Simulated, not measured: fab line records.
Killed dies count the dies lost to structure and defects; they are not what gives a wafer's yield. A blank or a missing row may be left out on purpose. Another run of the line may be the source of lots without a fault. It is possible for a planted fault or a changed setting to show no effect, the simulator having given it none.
fab line records	flow n5-finfet
record: lots: 24	wafers: 72	last-day: 18
route steps=1938 shown BEOL_M0_CUTY@711 BEOL_M0@716 BEOL_M1@752
lots that met no fault: from a run of the same line without faults
start-h: the number of hours between the record's first day and the start of the first shown wafer of the lot	wait-h: hours elapsed since this lot's preceding step	" the same as in the row above	L1.1+2: one row covering several wafers at once	- no value present, or no start provided	* or withheld: withheld	< > ~ a bound
route shown NAME@n: a module of which the file shows steps, and the number in the route of the first	usual: average and standard deviation across the fault-free wafers	same: alike in all rows	chamber/n: place in a boat	sites: readings site by site	_std_site: how widely they spread, as a standard deviation	_edge_site: inner sites' mean taken away from outer sites' mean	radius-mm: how far each site lies from the wafer's centre	mask NAME#n: copy n	behind: tool/chamber where the wafer was last shaped	hold: cause of the lot's hold/its duration in hours/its outcome	device: whichever transistor did not switch (one of n, p or np)	end of line: at the end of the route, the tests of the same wafers	step lacking rows: just its recipe	killed: count of dies lost to structure and defects at first sort (not the wafer's yield)	map: a wafer's dies, marking killed ones x, the rest . and places with no die _
set.NAME: the setting the step ran with; set.NAME@STEP: the setting that earlier step ran with	model.NAME: the simulator's own value behind a step, which no gauge read
route steps across a sampled set of lots; one table per step, one row per wafer
services: from which hour (start-h, from the record's first day; less than 0 if before it) a tool's chamber was out of use, for how many hours, and why
== steps ==
step: N5_BEOL_M0_CUTY_DESCUM_61
recipe: chemistry: O2	time-s: 7.9	source-power-w: 50	bias-power-w: 20	pressure-mtorr: 20	rf-frequency-hz: 2.712e+07	temp-c: 40	resist: CAR-ArF-block	o2-flow-sccm: 225
usual: drypump-motor-current-A: 5.8/0.41	oes-product-au: 0.78/0.072	rf-vpp-V: 243.3/1	showerhead-plenum-p-Torr: 2.10/0.049	throttle-valve-pct: 20.45/0.23
lot.wafer	tool	chamber	start-h	wait-h	drypump-motor-current-A	oes-product-au	rf-hours-counter-h	rf-vpp-V	showerhead-plenum-p-Torr	throttle-valve-pct
L074.1	rie-diel-04	2	118.19	0.2	6.0	0.83	73	245.6	2.11	20.01
L074.3	"	3	"	"	5.6	0.71	232	243.2	2.16	20.81
L074.4	"	0	"	"	5.3	0.72	182	243.1	2.07	20.34
L075.2	rie-diel-02	2	122.53	0.0	6.6	0.76	155	243.5	2.19	20.82
L075.5	"	1	"	"	5.8	0.78	-	244.6	2.10	20.56
L075.6	"	2	"	"	6.6	0.76	-	243.5	2.19	20.82
L076.1	rie-diel-04	0	124.83	0.0	5.3	0.72	185	243.6	2.07	20.33
L076.2	"	2	"	"	6.0	0.82	75	244.5	2.11	20.00
L076.4	"	1	"	"	5.5	0.84	62	244.6	2.11	20.49
L077.1	rie-diel-01	3	131.85	0.0	6.7	0.73	213	244.9	2.16	20.73
L077.4	"	0	"	"	5.9	0.76	152	241.4	1.99	20.16
L077.5	"	0	"	"	5.9	0.76	-	243.0	1.99	20.15
L078.3	rie-diel-02	0	135.64	0.0	6.1	0.92	9	244.8	2.15	20.32
L078.4	"	2	"	"	6.6	0.76	159	244.6	2.19	20.82
L078.5	"	0	"	"	6.1	0.93	-	243.2	2.15	20.33
L079.1	rie-diel-01	2	143.13	0.0	5.6	0.79	93	241.7	2.03	20.57
L079.3	"	3	"	"	6.7	0.71	217	244.9	2.16	20.73
L079.4	"	1	"	"	6.2	0.86	59	243.7	2.14	20.68
L080.2	rie-diel-02	3	151.65	0.1	5.2	0.72	185	243.9	2.09	20.33
L080.5	"	3	"	"	5.2	0.72	-	242.4	2.09	20.34
L080.6	"	0	"	"	6.2	0.92	-	242.6	2.15	20.34
L081.1	rie-diel-01	1	158.40	0.2	6.2	0.86	66	241.2	2.14	20.69
L081.3	"	3	"	"	6.7	0.71	223	244.7	2.16	20.75
L081.4	"	0	"	"	5.9	0.74	163	242.7	1.99	20.15
L082.2	rie-diel-02	0	161.29	0.0	6.2	0.90	17	243.9	2.15	20.36
L082.4	"	3	"	"	5.2	0.71	188	243.2	2.09	20.33
L082.5	"	0	"	"	6.1	0.92	-	244.4	2.15	20.33
L083.1	rie-diel-04	1	170.56	0.0	5.6	0.82	80	244.5	2.10	20.53
L083.4	"	3	"	"	5.6	0.69	249	243.2	2.16	20.84
L083.5	"	2	"	"	6.0	0.80	-	242.6	2.10	20.03
L084.1	rie-diel-04	0	175.93	0.0	5.3	0.71	204	241.6	2.06	20.35
L084.5	"	1	"	"	5.5	0.82	-	243.4	2.10	20.52
L084.6	"	0	"	"	5.3	0.71	-	242.8	2.06	20.36
L085.2	rie-diel-04	2	184.42	1.1	6.0	0.79	99	242.1	2.10	20.06
L085.3	"	0	"	"	5.3	0.70	209	242.5	2.06	20.39
L085.4	"	0	"	"	5.3	0.70	-	244.2	2.06	20.38
L086.1	rie-diel-04	0	187.53	0.0	5.3	0.70	210	243.5	2.06	20.37
L086.3	"	1	"	"	5.6	0.82	89	245.2	2.10	20.52
L086.5	"	0	"	"	5.3	0.71	-	243.0	2.06	20.40
L087.1	rie-diel-04	1	195.77	0.0	5.5	0.81	94	243.2	2.10	20.52
L087.5	"	2	"	"	6.0	0.78	-	242.8	2.09	20.08
L087.6	"	1	"	"	5.5	0.80	-	243.4	2.10	20.53
L088.1	rie-diel-01	3	200.51	0.4	6.7	0.70	240	244.4	2.15	20.76
L088.2	"	2	"	"	5.6	0.76	116	240.7	2.02	20.62
L088.5	"	1	"	"	6.1	0.84	-	243.4	2.13	20.72
L089.1	rie-diel-04	1	201.12	0.0	5.5	0.81	97	243.4	2.10	20.55
L089.4	"	1	"	"	5.6	0.81	-	243.3	2.10	20.52
L089.5	"	1	"	"	5.5	0.81	-	244.6	2.10	20.54
L090.2	rie-diel-02	2	212.81	0.0	6.6	0.74	182	243.3	2.18	20.84
L090.3	"	3	"	"	5.2	0.69	204	243.5	2.09	20.37
L090.5	"	3	"	"	5.2	0.70	-	242.7	2.09	20.35
L092.2	rie-diel-04	1	223.59	0.0	5.5	0.81	106	243.2	2.09	20.56
L092.4	"	3	"	"	5.6	0.98	6	245.7	2.15	20.57
L092.5	"	3	"	"	5.6	0.99	-	244.5	2.15	20.58
L093.3	rie-diel-01	3	230.60	0.0	6.6	0.69	251	243.6	2.15	20.78
L093.5	"	0	"	"	5.9	0.72	-	243.0	1.98	20.23
L093.6	"	1	"	"	6.2	0.82	-	244.5	2.13	20.73
L094.2	rie-diel-02	1	232.70	0.3	5.8	0.76	169	243.4	2.09	20.61
L094.3	"	2	"	"	6.7	0.74	189	243.2	2.18	20.86
L094.5	"	0	"	"	6.2	0.87	-	244.1	2.14	20.38
L095.1	rie-diel-04	3	237.56	0.0	5.6	0.96	11	244.1	2.15	20.57
L095.4	"	2	"	"	5.9	0.77	122	243.1	2.09	20.08
L095.6	"	0	"	"	5.3	0.70	-	243.1	2.06	20.40
L096.2	rie-diel-01	1	247.99	0.0	6.2	0.81	101	243.8	2.13	20.74
L096.4	"	1	"	"	6.2	0.82	-	243.6	2.13	20.74
L096.5	"	2	"	"	5.6	0.74	-	241.8	2.02	20.64
L097.3	rie-diel-04	3	252.19	0.0	5.6	0.95	15	245.5	2.15	20.58
L097.5	"	3	"	"	5.6	0.94	-	244.1	2.15	20.59
L097.6	"	0	"	"	5.3	0.69	-	243.8	2.06	20.41
L091.3	rie-diel-04	2	255.02	0.0	5.9	0.77	129	242.8	2.09	20.10
L091.4	"	0	"	"	5.3	0.69	230	243.6	2.05	20.42
L091.5	"	3	"	"	5.5	0.94	-	242.8	2.15	20.60
step: N5_BEOL_M0_HM_OPEN_105
recipe: chemistry: Cl2/BCl3	target-depth-a: 120	target: TiN	ion-energy-ev: 150	pressure-mtorr: 10	icp-w: 1000	bias-w: 126	Cl2_flow_sccm: 53.25	bcl3-flow-sccm: 21.75	Ar_flow_sccm: 25
usual: drypump-motor-current-A: 5.6/0.4	mfc-cl2-sccm: 53.24/0.18	oes_ar_750_au: 0.71/0.067	oes-product-au: 0.71/0.069	throttle-valve-pct: 21.8/0.36
lot.wafer	tool	chamber	start-h	wait-h	drypump-motor-current-A	mfc-cl2-sccm	oes_ar_750_au	oes-product-au	rf-hours-counter-h	throttle-valve-pct
L074.1	rie-metal-02	0	120.21	1.8	5.2	53.39	0.69	0.70	76	21.7
L074.3	"	0	"	"	5.2	53.10	0.70	0.70	-	21.7
L074.4	"	1	"	"	6.5	52.97	0.72	0.70	-	21.6
L075.2	rie-metal-01	1	125.70	2.9	5.7	53.42	0.75	0.76	-	21.5
L075.5	"	1	"	"	5.6	53.37	0.75	0.75	-	21.5
L075.6	"	1	"	"	5.6	53.43	0.75	0.76	-	21.5
L076.1	rie-metal-01	1	126.02	1.0	5.7	53.32	0.75	0.76	41	21.5
L076.2	"	1	"	"	5.7	53.28	0.75	0.75	-	21.5
L076.4	"	1	"	"	5.6	53.25	0.74	0.76	-	21.5
L077.1	rie-metal-01	1	132.32	0.2	5.7	53.41	0.74	0.75	42	21.5
L077.4	"	1	"	"	5.7	53.48	0.74	0.77	-	21.5
L077.5	"	1	"	"	5.7	53.56	0.74	0.76	-	21.5
L078.3	rie-metal-01	1	137.38	1.5	5.7	53.40	0.75	0.77	-	21.5
L078.4	"	1	"	"	5.7	53.17	0.75	0.77	-	21.5
L078.5	"	1	"	"	5.7	53.06	0.75	0.76	-	21.5
L079.1	rie-metal-03	0	144.28	0.9	5.8	52.93	0.60	0.61	112	22.2
L079.3	"	1	"	"	4.9	53.25	0.83	0.86	-	21.8
L079.4	"	0	"	"	5.7	53.10	0.60	0.61	-	22.2
L080.2	rie-metal-01	1	153.04	1.1	5.7	53.22	0.73	0.75	-	21.5
L080.5	"	1	"	"	5.7	53.29	0.74	0.76	-	21.5
L080.6	"	1	"	"	5.7	53.30	0.74	0.75	-	21.5
L081.1	rie-metal-01	1	159.25	0.6	5.7	53.34	0.74	0.74	45	21.5
L081.3	"	0	"	"	5.7	53.45	0.68	0.69	-	22.5
L081.4	"	1	"	"	5.7	53.30	0.74	0.75	-	21.5
L082.2	rie-metal-03	1	161.59	0.1	4.9	53.21	0.83	0.84	18	21.8
L082.4	"	1	"	"	4.9	53.20	0.82	0.84	-	21.8
L082.5	"	1	"	"	4.9	53.31	0.83	0.84	-	21.8
L083.1	rie-metal-01	0	170.95	0.1	5.6	53.21	0.67	0.69	77	22.5
L083.4	"	0	"	"	5.7	53.41	0.67	0.69	-	22.5
L083.5	"	0	"	"	5.7	53.40	0.67	0.68	-	22.5
L084.1	rie-metal-03	1	177.87	1.7	5.0	53.18	0.82	0.83	19	21.8
L084.5	"	0	"	"	5.8	53.35	0.59	0.60	-	22.2
L084.6	"	1	"	"	4.9	53.19	0.82	0.82	-	21.8
L085.2	rie-metal-01	1	188.78	4.1	5.7	53.17	0.73	0.75	47	21.5
L085.3	"	1	"	"	5.7	53.37	0.73	0.74	-	21.5
L085.4	"	0	"	"	5.7	53.07	0.66	0.68	-	22.5
L086.1	rie-metal-02	0	188.81	1.0	5.1	52.91	0.68	0.69	83	21.7
L086.3	"	0	"	"	5.1	52.89	0.68	0.69	-	21.7
L086.5	"	1	"	"	6.5	53.22	0.70	0.68	-	21.6
L087.1	rie-metal-02	0	199.39	3.3	5.2	53.35	0.68	0.68	83	21.7
L087.5	"	0	"	"	5.2	53.16	0.68	0.69	-	21.7
L087.6	"	0	"	"	5.2	53.17	0.68	0.69	-	21.7
L088.1	rie-metal-03	0	200.81	0.1	5.8	53.35	0.59	0.60	118	22.2
L088.2	"	1	"	"	4.9	53.20	0.81	0.84	21	21.8
L088.5	"	0	"	"	5.7	53.07	0.59	0.60	-	22.2
L089.1	rie-metal-01	0	201.58	0.1	5.6	53.41	0.66	0.68	80	22.5
L089.4	"	0	"	"	5.7	53.62	0.67	0.68	-	22.5
L089.5	"	1	"	"	5.7	53.21	0.73	0.74	-	21.5
L090.2	rie-metal-03	0	217.22	4.2	5.8	53.34	0.59	0.59	120	22.2
L090.3	"	0	"	"	5.7	53.04	0.59	0.60	-	22.2
L090.5	"	0	"	"	5.8	52.99	0.59	0.60	-	22.2
L092.2	rie-metal-02	0	225.45	1.6	5.1	52.99	0.67	0.67	88	21.7
L092.4	"	0	"	"	5.1	53.25	0.67	0.67	-	21.7
L092.5	"	0	"	"	5.1	53.10	0.67	0.67	-	21.7
L093.3	rie-metal-01	0	231.91	1.1	5.7	53.22	0.65	0.67	-	22.5
L093.5	"	0	"	"	5.7	53.40	0.66	0.67	-	22.5
L093.6	"	1	"	"	5.7	53.06	0.72	0.73	-	21.5
L094.2	rie-metal-03	1	233.41	0.5	4.9	53.04	0.80	0.81	24	21.8
L094.3	"	0	"	"	5.7	53.20	0.58	0.59	-	22.2
L094.5	"	1	"	"	4.9	52.85	0.81	0.81	-	21.8
L095.1	rie-metal-03	1	238.07	0.3	4.9	53.45	0.80	0.82	24	21.8
L095.4	"	0	"	"	5.7	53.25	0.58	0.60	-	22.2
L095.6	"	1	"	"	5.0	53.41	0.79	0.82	-	21.8
L096.2	rie-metal-02	1	249.29	1.1	6.5	53.22	0.69	0.67	103	21.6
L096.4	"	0	"	"	5.2	53.30	0.67	0.66	-	21.7
L096.5	"	1	"	"	6.5	53.02	0.70	0.68	-	21.6
L097.3	rie-metal-01	0	253.70	1.3	5.6	52.95	0.64	0.67	-	22.5
L097.5	"	1	"	"	5.7	53.56	0.72	0.72	-	21.5
L097.6	"	0	"	"	5.7	52.57	0.65	0.67	-	22.5
L091.3	rie-metal-01	0	257.80	2.5	5.7	52.81	0.65	0.67	-	22.5
L091.4	"	1	"	"	5.7	53.49	0.71	0.72	-	21.5
L091.5	"	1	"	"	5.7	53.55	0.71	0.72	-	21.6
step: N5_BEOL_M0_CMP_120
recipe: stop-on: SiOC	t-overpolish-s: 6.9	down-force-psi: 1	platen-rpm: 50	clearing-platen-down-force-psi: 1.5	clearing-platen-rpm: 50	post-cmp-clean: cu-alkaline	clearing-platen-pad-velocity-m-s: 0.99484	pad-velocity-m-s: 0.99484
usual: barrier-field-endpoint-s: 3.61/0.11	motor-current-A: 6.2/0.63	overpolish-run-s: 6.900/0.0091	slurry-filter-dp-kPa: 13.51/0.13	time-to-endpoint-s: 61/3.1
lot.wafer	tool	chamber	start-h	wait-h	barrier-field-endpoint-s	motor-current-A	overpolish-run-s	slurry-filter-dp-kPa	time-to-endpoint-s
L074.3	cmp-02	1	123.47	0.2	3.85	6.7	6.882	13.35	65
L074.4	"	2	"	"	3.78	5.7	6.905	13.46	63
L074.1	"	0	"	"	3.63	6.0	6.903	13.28	59
L075.2	cmp-04	0	128.90	0.3	3.49	6.6	6.897	13.45	64
L075.6	"	1	"	"	3.66	5.3	6.892	13.63	67
L075.5	"	2	"	"	3.64	7.3	6.903	13.65	58
L076.4	cmp-04	3	129.72	0.7	3.70	5.6	6.910	13.47	58
L076.2	"	1	"	"	3.68	5.5	6.912	13.33	65
L076.1	"	2	"	"	3.66	7.3	6.911	13.39	60
L077.4	cmp-01	2	136.32	0.1	3.80	7.5	6.902	13.31	63
L077.1	"	3	"	"	3.70	5.5	6.883	13.59	62
L077.5	"	2	"	"	3.84	7.0	6.898	13.50	62
L078.4	cmp-04	0	142.08	0.2	3.59	6.6	6.902	13.50	64
L078.3	"	2	"	"	3.66	6.9	6.913	13.61	61
L078.5	"	3	"	"	3.68	5.5	6.903	13.64	61
L079.4	cmp-01	1	146.73	0.1	3.67	5.2	6.896	13.35	59
L079.1	"	2	"	"	3.59	7.1	6.897	13.39	65
L079.3	"	0	"	"	3.67	6.6	6.912	13.53	63
L080.2	cmp-01	1	156.30	0.2	3.54	5.3	6.899	13.52	57
L080.6	"	1	"	"	3.47	5.0	6.902	13.56	62
L080.5	"	2	"	"	3.59	7.3	6.885	13.40	61
L081.3	cmp-02	3	162.20	0.2	3.43	5.9	6.898	13.50	61
L081.4	"	0	"	"	3.42	6.0	6.903	13.44	57
L081.1	"	2	"	"	3.49	5.9	6.903	13.62	60
L082.2	cmp-02	0	164.44	0.2	3.69	5.9	6.906	13.37	54
L082.4	"	2	"	"	3.74	6.3	6.912	13.33	58
L082.5	"	0	"	"	3.64	5.9	6.896	13.53	53
L083.1	cmp-02	0	175.20	0.3	3.49	6.0	6.897	13.62	58
L083.4	"	2	"	"	3.80	5.8	6.884	13.52	61
L083.5	"	1	"	"	3.65	6.6	6.895	13.41	62
L084.1	cmp-02	2	181.65	0.3	3.61	6.2	6.922	13.54	61
L084.5	"	2	"	"	3.80	6.1	6.909	13.41	61
L084.6	"	3	"	"	3.47	5.8	6.894	13.49	61
L085.2	cmp-01	0	194.51	0.2	3.62	7.2	6.917	13.55	65
L085.3	"	1	"	"	3.54	5.5	6.896	13.48	59
L085.4	"	3	"	"	3.58	5.5	6.913	13.45	61
L086.3	cmp-04	3	194.99	0.2	3.55	5.5	6.897	13.53	62
L086.1	"	0	"	"	3.82	6.8	6.899	13.81	64
L086.5	"	2	"	"	3.59	6.9	6.893	13.54	63
L087.1	cmp-02	3	203.43	0.3	3.48	5.9	6.895	13.44	59
L087.5	"	3	"	"	3.59	5.6	6.898	13.43	60
L087.6	"	0	"	"	3.49	5.8	6.889	13.49	58
L088.2	cmp-01	0	203.54	0.3	3.58	6.9	6.921	13.39	63
L088.1	"	1	"	"	3.50	5.1	6.894	13.49	59
L088.5	"	2	"	"	3.63	7.3	6.915	13.65	64
L089.1	cmp-01	1	205.51	0.3	3.55	5.3	6.886	13.54	66
L089.4	"	3	"	"	3.34	5.5	6.905	13.49	65
L089.5	"	2	"	"	3.59	6.9	6.892	13.53	66
L090.2	cmp-02	1	221.38	0.2	3.52	6.8	6.908	13.24	59
L090.3	"	3	"	"	3.75	6.1	6.905	13.75	61
L090.5	"	2	"	"	3.59	6.4	6.894	13.44	56
L092.4	cmp-02	0	230.69	2.2	3.33	5.7	6.903	13.66	54
L092.2	"	1	"	"	3.51	6.7	6.896	13.26	61
L092.5	"	0	"	"	3.53	5.8	6.881	13.35	56
L093.3	cmp-02	3	235.38	0.4	3.64	6.0	6.898	13.46	61
L093.5	"	2	"	"	3.72	5.9	6.911	13.55	62
L093.6	"	3	"	"	3.68	6.1	6.907	13.46	61
L094.3	cmp-02	1	236.58	0.3	3.69	6.8	6.902	13.56	66
L094.2	"	2	"	"	3.62	6.1	6.912	13.72	58
L094.5	"	3	"	"	3.55	5.5	6.881	13.44	61
L095.1	cmp-02	3	241.47	0.3	3.70	6.2	6.896	13.49	61
L095.4	"	0	"	"	3.61	6.0	6.880	13.32	63
L095.6	"	3	"	"	3.81	6.2	6.896	13.63	62
L096.4	cmp-04	3	254.07	0.1	3.48	5.6	6.894	13.67	60
L096.2	"	1	"	"	3.71	5.6	6.907	13.42	64
L096.5	"	3	"	"	3.48	5.9	6.903	13.65	58
L097.3	cmp-02	3	258.79	0.6	3.53	5.5	6.890	13.52	57
L097.6	"	1	"	"	3.65	6.8	6.893	13.61	65
L097.5	"	2	"	"	3.69	5.9	6.891	13.62	62
L091.3	cmp-02	3	261.17	0.2	3.48	5.8	6.892	13.59	62
L091.4	"	0	"	"	3.60	6.1	6.893	13.52	62
L091.5	"	2	"	"	3.64	6.0	6.896	13.48	66
step: N5_BEOL_M0_RS_MEAS_126
recipe: thk-meas-gauge: four-point-probe	reads: Co_of_BEOL_M0_CO_CAP_123+Cu_of_BEOL_M0_ECD_118+Co_of_BEOL_M0_CVD_115+TaN_of_BEOL_M0_ALD_136
usual: M0_RS: 0.536/0.015
lot.wafer	tool	chamber	start-h	wait-h	M0_RS[ohm/sq]
L074.1	film-metro-01	-	124.03	0.0	0.548
L074.3	"	-	"	"	0.516
L074.4	"	-	"	"	0.524
L075.2	film-metro-01	-	129.39	0.1	0.543
L075.5	"	-	"	"	0.538
L075.6	"	-	"	"	0.514
L076.1	film-metro-01	-	130.35	0.0	0.528
L076.2	"	-	"	"	0.516
L076.4	"	-	"	"	0.528
L077.1	film-metro-01	-	136.96	0.1	0.539
L077.4	"	-	"	"	0.520
L077.5	"	-	"	"	0.523
L078.3	film-metro-02	-	142.59	0.1	0.551
L078.4	"	-	"	"	0.535
L078.5	"	-	"	"	0.535
L079.1	film-metro-02	-	147.29	0.0	0.545
L079.3	"	-	"	"	0.541
L079.4	"	-	"	"	0.520
L080.2	film-metro-01	-	156.85	0.1	0.551
L080.5	"	-	"	"	0.536
L080.6	"	-	"	"	0.534
L081.1	film-metro-01	-	162.76	0.0	0.560
L081.3	"	-	"	"	0.541
L081.4	"	-	"	"	0.566
L082.2	film-metro-02	-	165.00	0.1	0.567
L082.4	"	-	"	"	0.530
L082.5	"	-	"	"	0.559
L083.1	film-metro-01	-	175.76	0.0	0.557
L083.4	"	-	"	"	0.531
L083.5	"	-	"	"	0.522
L084.1	film-metro-01	-	182.21	0.0	0.539
L084.5	"	-	"	"	0.521
L084.6	"	-	"	"	0.533
L085.2	film-metro-02	-	195.07	0.1	0.536
L085.3	"	-	"	"	0.546
L085.4	"	-	"	"	0.553
L086.1	film-metro-02	-	195.51	0.0	0.545
L086.3	"	-	"	"	0.543
L086.5	"	-	"	"	0.520
L087.1	film-metro-01	-	204.01	0.1	0.554
L087.5	"	-	"	"	0.550
L087.6	"	-	"	"	0.561
L088.1	film-metro-02	-	204.02	0.0	0.561
L088.2	"	-	"	"	0.548
L088.5	"	-	"	"	0.537
L089.1	film-metro-01	-	206.09	0.1	0.537
L089.4	"	-	"	"	0.525
L089.5	"	-	"	"	0.515
L090.2	film-metro-01	-	221.94	0.1	0.533
L090.3	"	-	"	"	0.551
L090.5	"	-	"	"	0.521
L092.2	film-metro-02	-	231.44	0.1	0.534
L092.4	"	-	"	"	0.546
L092.5	"	-	"	"	0.534
L093.3	film-metro-02	-	235.90	0.1	0.557
L093.5	"	-	"	"	0.535
L093.6	"	-	"	"	0.545
L094.2	film-metro-01	-	237.06	0.1	0.521
L094.3	"	-	"	"	0.532
L094.5	"	-	"	"	0.516
L095.1	film-metro-01	-	242.02	0.0	0.551
L095.4	"	-	"	"	0.543
L095.6	"	-	"	"	0.543
L096.2	film-metro-01	-	254.63	0.1	0.529
L096.4	"	-	"	"	0.525
L096.5	"	-	"	"	0.549
L097.3	film-metro-02	-	259.28	0.1	0.527
L097.5	"	-	"	"	0.505
L097.6	"	-	"	"	0.501
L091.3	film-metro-01	-	261.68	0.1	0.532
L091.4	"	-	"	"	0.542
L091.5	"	-	"	"	0.515
step: N5_BEOL_M1_THK_MEAS_01
recipe: reads: SiOC_of_BEOL_M1_ILD_DEP_00
usual: M1_ILD_THK: 79.4/1
lot.wafer	tool	chamber	start-h	wait-h	M1_ILD_THK[nm]
L074.1	film-metro-01	-	124.16	0.0	79.5
L074.3	"	-	"	"	78.1
L074.4	"	-	"	"	80.5
L075.2	film-metro-01	-	129.54	0.1	79.9
L075.5	"	-	"	"	78.8
L075.6	"	-	"	"	80.3
L076.1	film-metro-02	-	130.49	0.1	80.1
L076.2	"	-	"	"	79.7
L076.4	"	-	"	"	80.3
L077.1	film-metro-01	-	137.09	0.0	78.5
L077.4	"	-	"	"	79.9
L077.5	"	-	"	"	80.2
L078.3	film-metro-02	-	142.72	0.1	79.1
L078.4	"	-	"	"	78.1
L078.5	"	-	"	"	80.2
L079.1	film-metro-01	-	147.42	0.0	81.4
L079.3	"	-	"	"	79.4
L079.4	"	-	"	"	81.3
L080.2	film-metro-02	-	156.98	0.1	77.6
L080.5	"	-	"	"	80.6
L080.6	"	-	"	"	78.8
L081.1	film-metro-01	-	162.89	0.0	78.9
L081.3	"	-	"	"	78.9
L081.4	"	-	"	"	81.2
L082.2	film-metro-01	-	165.13	0.1	78.3
L082.4	"	-	"	"	79.7
L082.5	"	-	"	"	79.6
L083.1	film-metro-01	-	175.89	0.0	78.6
L083.4	"	-	"	"	79.6
L083.5	"	-	"	"	79.4
L084.1	film-metro-01	-	182.34	0.0	79.7
L084.5	"	-	"	"	80.9
L084.6	"	-	"	"	80.2
L085.2	film-metro-02	-	195.20	0.1	79.2
L085.3	"	-	"	"	79.4
L085.4	"	-	"	"	81.1
L086.1	film-metro-01	-	195.64	0.0	77.7
L086.3	"	-	"	"	79.1
L086.5	"	-	"	"	79.9
L087.1	film-metro-02	-	204.14	0.0	77.3
L087.5	"	-	"	"	79.4
L087.6	"	-	"	"	79.9
L088.1	film-metro-02	-	204.15	0.0	79.4
L088.2	"	-	"	"	79.0
L088.5	"	-	"	"	79.5
L089.1	film-metro-02	-	206.22	0.0	79.0
L089.4	"	-	"	"	79.9
L089.5	"	-	"	"	79.7
L090.2	film-metro-01	-	222.07	0.1	78.0
L090.3	"	-	"	"	79.0
L090.5	"	-	"	"	81.0
L092.2	film-metro-01	-	231.57	0.1	78.8
L092.4	"	-	"	"	80.3
L092.5	"	-	"	"	81.3
L093.3	film-metro-01	-	236.05	0.1	79.5
L093.5	"	-	"	"	79.4
L093.6	"	-	"	"	80.2
L094.2	film-metro-02	-	237.24	0.1	79.0
L094.3	"	-	"	"	78.2
L094.5	"	-	"	"	79.1
L095.1	film-metro-01	-	242.15	0.0	78.4
L095.4	"	-	"	"	79.8
L095.6	"	-	"	"	79.8
L096.2	film-metro-02	-	254.76	0.1	78.1
L096.4	"	-	"	"	79.8
L096.5	"	-	"	"	79.4
L097.3	film-metro-02	-	259.41	0.1	77.1
L097.5	"	-	"	"	79.8
L097.6	"	-	"	"	78.4
L091.3	film-metro-01	-	261.81	0.1	78.0
L091.4	"	-	"	"	80.7
L091.5	"	-	"	"	79.7
step: N5_BEOL_M1_CD_MEAS_11
recipe: target-cd-nm: 17.05	landing-energy-ev: 500	detector: se-inlens	polarity: opening
usual: cd-nm: 16.99/0.23
lot.wafer	tool	chamber	start-h	wait-h	cd-nm
L074.1	cd-sem-03	0	125.95	-	17.02
L074.3	"	0	"	"	16.80
L074.4	"	0	"	"	16.66
L075.2	cd-sem-02	0	132.35	-	16.84
L075.5	"	0	"	"	16.89
L075.6	"	0	"	"	16.90
L076.1	cd-sem-02	0	132.94	-	16.94
L076.2	"	0	"	"	17.06
L076.4	"	0	"	"	16.64
L077.1	cd-sem-01	0	138.42	-	16.83
L077.4	"	0	"	"	16.90
L077.5	"	0	"	"	17.08
L078.3	cd-sem-02	0	145.22	-	16.92
L078.4	"	0	"	"	16.95
L078.5	"	0	"	"	16.98
L079.1	cd-sem-02	0	149.93	-	17.26
L079.3	"	0	"	"	17.35
L079.4	"	0	"	"	17.12
L080.2	cd-sem-02	0	158.10	-	17.17
L080.5	"	0	"	"	17.09
L080.6	"	0	"	"	16.83
L081.1	cd-sem-02	0	164.60	-	17.07
L081.3	"	0	"	"	16.77
L081.4	"	0	"	"	17.10
L082.2	cd-sem-01	0	166.38	-	17.20
L082.4	"	0	"	"	17.24
L082.5	"	0	"	"	17.24
L083.1	cd-sem-02	0	178.33	-	17.02
L083.4	"	0	"	"	16.66
L083.5	"	0	"	"	17.03
L084.1	cd-sem-03	0	183.45	-	16.88
L084.5	"	0	"	"	17.12
L084.6	"	0	"	"	16.97
L085.2	cd-sem-02	0	198.22	-	17.06
L085.3	"	0	"	"	16.49
L085.4	"	0	"	"	16.55
L086.1	cd-sem-01	0	198.39	-	17.22
L086.3	"	0	"	"	16.67
L086.5	"	0	"	"	17.16
L087.1	cd-sem-02	0	205.89	-	17.34
L087.5	"	0	"	"	17.11
L087.6	"	0	"	"	16.91
L088.1	cd-sem-01	0	205.93	-	17.00
L088.2	"	0	"	"	17.16
L088.5	"	0	"	"	16.91
L089.1	cd-sem-02	0	207.66	-	16.87
L089.4	"	0	"	"	17.39
L089.5	"	0	"	"	17.25
L090.2	cd-sem-03	0	223.49	-	17.14
L090.3	"	0	"	"	17.00
L090.5	"	0	"	"	16.82
L092.2	cd-sem-02	0	233.08	-	16.93
L092.4	"	0	"	"	16.78
L092.5	"	0	"	"	17.18
L093.3	cd-sem-03	0	236.85	-	17.07
L093.5	"	0	"	"	17.02
L093.6	"	0	"	"	17.59
L094.2	cd-sem-01	0	239.47	-	16.79
L094.3	"	0	"	"	17.20
L094.5	"	0	"	"	16.89
L095.1	cd-sem-02	0	243.25	-	16.76
L095.4	"	0	"	"	17.04
L095.6	"	0	"	"	17.12
L096.2	cd-sem-02	0	255.64	-	16.91
L096.4	"	0	"	"	16.63
L096.5	"	0	"	"	16.95
L097.3	cd-sem-01	0	260.13	-	16.88
L097.5	"	0	"	"	16.90
L097.6	"	0	"	"	17.20
L091.3	cd-sem-02	0	263.53	-	16.70
L091.4	"	0	"	"	17.04
L091.5	"	0	"	"	17.02
== services ==
tool	chamber	start-h	hours	kind
rie-diel-01	1	98.46	4.6	repair
cmp-04	-	117.69	8.8	repair
cmp-02	-	131.67	0.6	repair
rie-diel-04	3	149.90	3.7	repair
cmp-04	-	158.55	12.5	pm
rie-diel-02	2	165.11	1.6	repair
rie-metal-02	0	166.26	7.7	repair
rie-diel-02	1	169.68	5.5	repair
rie-diel-04	3	174.05	-	clean
rie-diel-04	3	174.05	-	consumable-replace:focus-ring
rie-diel-04	3	174.05	32.0	scheduled-down
rie-diel-04	3	174.05	32.0	vent-cycle
rie-diel-02	-	176.27	14.6	pm
cmp-01	-	182.90	1.0	repair
cmp-01	-	190.13	0.5	repair
rie-diel-04	0	192.97	14.7	repair
rie-metal-02	1	198.86	9.7	repair
cmp-01	-	215.26	4.0	pm
cmp-02	-	231.34	4.0	pm
cmp-04	-	233.64	1.8	repair
cmp-02	-	235.34	-	consumable-replace:conditioner
cmp-02	-	235.34	-	consumable-replace:pad
rie-diel-01	3	242.29	6.0	repair
cmp-04	-	258.03	0.8	repair
== key ==
fault none
